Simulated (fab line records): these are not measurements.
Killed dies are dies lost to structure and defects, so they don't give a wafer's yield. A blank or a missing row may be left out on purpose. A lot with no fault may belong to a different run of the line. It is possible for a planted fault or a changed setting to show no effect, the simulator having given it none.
2 desks, one fault / flow n5-finfet / each desk holds nothing but its own numbers, with what lay behind them at the end

== AT THE METROLOGY DESK ==
What the gauges read for every lot (on any tool): the sampled wafers with a number, averaged. Any lot whose mean is over 4 standard deviations away from the usual mean is out of limits and marked OUT; that distance is given in the brackets.
Columns: A = M9_THK at N5_BEOL_M9_THK_MEAS_53, usual 137.3 nm; B = M9_RS at N5_BEOL_M9_RS_MEAS_57, usual 0.152 ohm/sq
lot=L221; first seen here=day 9 21:31; A=137.3; B=0.152
lot=L222; first seen here=day 9 21:57; A=135.7; B=0.154
lot=L224; first seen here=day 10 01:05; A=135.0; B=0.154
lot=L223; first seen here=day 10 01:22; A=138.4; B=0.151
lot=L225; first seen here=day 10 10:38; A=137.7; B=0.153
lot=L228; first seen here=day 10 22:39; A=139.6; B=0.149
lot=L229; first seen here=day 11 04:52; A=137.8; B=0.151
lot=L240; first seen here=day 14 07:17; A=138.0; B=0.152
lot=L241; first seen here=day 14 21:28; A=138.9; B=0.152
lot=L244; first seen here=day 16 03:01; A=136.2; B=0.152
lot=L243; first seen here=day 16 04:43; A=138.3; B=0.150
Result from this desk: across the 11 lots, nothing is out of limits.

== THE DEFECT DESK ==
Counts from the inspections along the route, per lot, as means over the sampled wafers that have a number. Any lot whose mean is over 4 standard deviations away from the usual mean is out of limits and marked OUT; that distance is given in the brackets.
Columns: A = raw-defect-count at N5_BEOL_M9_INSPECT_58, usual 73; B = raw-defect-count at N5_BEOL_M10_INSPECT_13, usual 393
lot=L221; first seen here=day 9 21:41; A=121; B=512
lot=L222; first seen here=day 9 22:07; A=55; B=321
lot=L224; first seen here=day 10 01:15; A=74; B=306
lot=L223; first seen here=day 10 01:32; A=86; B=413
lot=L225; first seen here=day 10 10:47; A=1131 (+46) OUT; B=1408 (+11) OUT
lot=L228; first seen here=day 10 22:49; A=1132 (+46) OUT; B=1356 (+11) OUT
lot=L229; first seen here=day 11 05:02; A=1130 (+46) OUT; B=1491 (+12) OUT
lot=L240; first seen here=day 14 07:26; A=69; B=363
lot=L241; first seen here=day 14 21:38; A=69; B=345
lot=L244; first seen here=day 16 03:11; A=78; B=458
lot=L243; first seen here=day 16 04:53; A=76; B=356
This desk's finding: out of limits on L225, L228, L229; first on L225, day 10 10:47 (raw-defect-count at N5_BEOL_M9_INSPECT_58). In limits: L221, L222, L224, L223, L240, L241, L244, L243.

== ALL TOGETHER ==
The defect desk could have raised an alarm at day 10 10:47, on L225, L228, L229.
At the metrology desk, nothing out of limits was observed.
The metrology desk holds a record of L225, L228, L229, inside its limits.
On pecvd-03, each named lot ran N5_BEOL_M9_PRE_CLEAN_55.

== WHAT HAD BEEN PUT IN BY THE SIMULATOR ==
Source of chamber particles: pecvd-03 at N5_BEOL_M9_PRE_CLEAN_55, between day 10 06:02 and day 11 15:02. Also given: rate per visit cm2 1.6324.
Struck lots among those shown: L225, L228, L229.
Hours from the fault's start to each desk's first reading out of limits: the defect desk, 5.
